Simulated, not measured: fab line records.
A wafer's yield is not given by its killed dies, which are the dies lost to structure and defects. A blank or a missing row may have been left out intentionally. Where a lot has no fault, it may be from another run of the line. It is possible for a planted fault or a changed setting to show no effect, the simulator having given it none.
Split-lot trial | flow n5_finfet | 39 wafers read across 7 lots, on a route 1938 steps long

ON THE SPLIT
At N5_FIN_SAQP_HM_DEP_03 (deposits SiNx from SiH4/NH3/N2, target thk 38 nm, time 33.6 s), the setting time_s was moved away from the recipe's 33.6 s on 9 of the 39 wafers read, by -47.4% to +57.7%. All remaining wafers had this setting at the recipe value.

FROM THE SPLIT TO THE READING: what the file shows between them, 4 steps
- N5_FIN_SAQP_THK_MEAS_05
- N5_FIN_SAQP_PECVD_47: deposits a-Si from SiH4/He, target thk 45 nm, time 36.3 s
- N5_FIN_SAQP_PECVD_48: deposits SiNx from SiH4/NH3/N2, target thk 25 nm, time 22.1 s
- N5_FIN_SAQP_MANDREL2_REMOVE_60: chemistry HBr/Cl2/O2, target a-Si, stops on SiNx, bt time 10 s

THE READING
etch.depth_nm (the simulator's own value, which no gauge read), in nm, at N5_FIN_SAQP_HM_OPEN_33 (chemistry CH3F/O2, target SiNx, target depth 49.4 nm, time 70.6 s). The file does not state a usual value for it. The 30 wafers here that ran the recipe average 37.52 nm, standard deviation 0.59 nm.

wafer  | tool, chamber at the split | time_s as run, s | against the recipe | etch.depth_nm, nm | against lot-mates on the recipe
L074.1 | pecvd-01, 0                | 17.67            | -47.4%             | 19.72             | -18.03
L074.2 | pecvd-01, 1                | 17.67            | -47.4%             | 19.16             | -18.59
L074.3 | pecvd-01, 1                | 33.6             | recipe             | 37.62             | -
L074.4 | pecvd-01, 0                | 17.67            | -47.4%             | 20.45             | -17.30
L074.5 | pecvd-01, 1                | 33.6             | recipe             | 37.74             | -
L074.6 | pecvd-01, 0                | 33.6             | recipe             | 37.9              | -
L075.1 | pecvd-01, 1                | 33.6             | recipe             | 36.84             | -
L075.2 | pecvd-01, 0                | 33.6             | recipe             | 37.39             | -
L075.3 | pecvd-01, 0                | 33.6             | recipe             | 38.02             | -
L075.4 | pecvd-01, 1                | 33.6             | recipe             | 37.74             | -
L075.5 | pecvd-01, 0                | 33.6             | recipe             | 38.19             | -
L075.6 | pecvd-01, 1                | 33.6             | recipe             | 37.56             | -
L082.1 | pecvd-01, 2                | 33.6             | recipe             | 37.17             | -
L082.2 | pecvd-01, 0                | 33.6             | recipe             | 36.43             | -
L082.3 | pecvd-01, 1                | 33.6             | recipe             | 36.32             | -
L082.4 | pecvd-01, 0                | 33.6             | recipe             | 36.77             | -
L082.5 | pecvd-01, 1                | 33.6             | recipe             | 36.65             | -
L082.6 | pecvd-01, 2                | 33.6             | recipe             | 37.13             | -
L087.1 | pecvd-01, 1                | 52.61            | +56.6%             | 58.43             | +20.98
L087.2 | pecvd-01, 0                | 52.61            | +56.6%             | 58.32             | +20.87
L087.3 | pecvd-01, 2                | 33.6             | recipe             | 36.99             | -
L087.4 | pecvd-01, 2                | 33.6             | recipe             | 37.58             | -
L087.5 | pecvd-01, 1                | 52.61            | +56.6%             | 59.18             | +21.73
L087.6 | pecvd-01, 0                | 33.6             | recipe             | 37.78             | -
L088.1 | pecvd-04, 1                | 33.6             | recipe             | 36.92             | -
L088.2 | pecvd-04, 0                | 33.6             | recipe             | 36.96             | -
L088.3 | pecvd-04, 2                | 33.6             | recipe             | 37.29             | -
L088.4 | pecvd-04, 0                | 33.6             | recipe             | 37.78             | -
L088.5 | pecvd-04, 2                | 33.6             | recipe             | 37.98             | -
L088.6 | pecvd-04, 1                | 33.6             | recipe             | 37.94             | -
L089.1 | pecvd-04, 1                | 33.6             | recipe             | 37.48             | -
L089.2 | pecvd-04, 0                | 52.98            | +57.7%             | 59.27             | +21.28
L089.3 | pecvd-04, 2                | 52.98            | +57.7%             | 59.18             | +21.19
L089.4 | pecvd-04, 2                | 33.6             | recipe             | 38.27             | -
L089.5 | pecvd-04, 0                | 52.98            | +57.7%             | 60.09             | +22.10
L089.6 | pecvd-04, 1                | 33.6             | recipe             | 38.21             | -
L094.1 | pecvd-04, 2                | 33.6             | recipe             | 37.93             | -
L094.3 | pecvd-04, 1                | 33.6             | recipe             | 38.15             | -
L094.4 | pecvd-04, 1                | 33.6             | recipe             | 38.81             | -

THE FIT
A straight line over all 39 wafers: etch.depth_nm changes by +0.376 nm for each +1% of time_s; r = +1.00; the points scatter about the line by 0.58 nm.
The same after taking each lot's own level away (the mean of its wafers on the recipe; 39 wafers): +0.375 nm for each +1%; r = +1.00; scatter 0.4 nm.
Per that fit: largest time_s move, reading shift of 22 nm.
Measured against the standard deviation above, the lots' own levels, which go from 36.745 to 38.297 nm, span 2.6 times it.
The two slopes agree, so the slope changes little with the lot-to-lot level.
Check: with one of the wafers moved furthest among these (+57.7%) left out of the fit, the line predicts +21.7 nm for it against its lot-mates. It came out at +21.3 nm against them.

THE WHOLE CHAIN: every reading that the file lists as answering this split, in the file's order
step                    | what it does                                                      | reading                                                                            | change (the file's fit)               | r (the file's)
N5_FIN_SAQP_HM_DEP_03   | deposits SiNx from SiH4/NH3/N2, target thk 38 nm, time 33.6 s     | SiNx_of_FIN_SAQP_HM_DEP_03.thk_nm (the simulator's own value, which no gauge read) | +0.376 nm for each +1% of the setting | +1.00
N5_FIN_SAQP_THK_MEAS_05 |                                                                   | thk_nm                                                                             | withheld for each +1% of the setting  | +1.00
N5_FIN_SAQP_HM_OPEN_33  | chemistry CH3F/O2, target SiNx, target depth 49.4 nm, time 70.6 s | etch_rf_on_time_s                                                                  | withheld for each +1% of the setting  | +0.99
N5_FIN_SAQP_HM_OPEN_33  | chemistry CH3F/O2, target SiNx, target depth 49.4 nm, time 70.6 s | etch.depth_nm (the simulator's own value, which no gauge read)                     | +0.375 nm for each +1% of the setting | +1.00

THE FILE'S OWN FIT
etch.depth_nm changes by +0.375 nm for each +1% of time_s, r = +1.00.
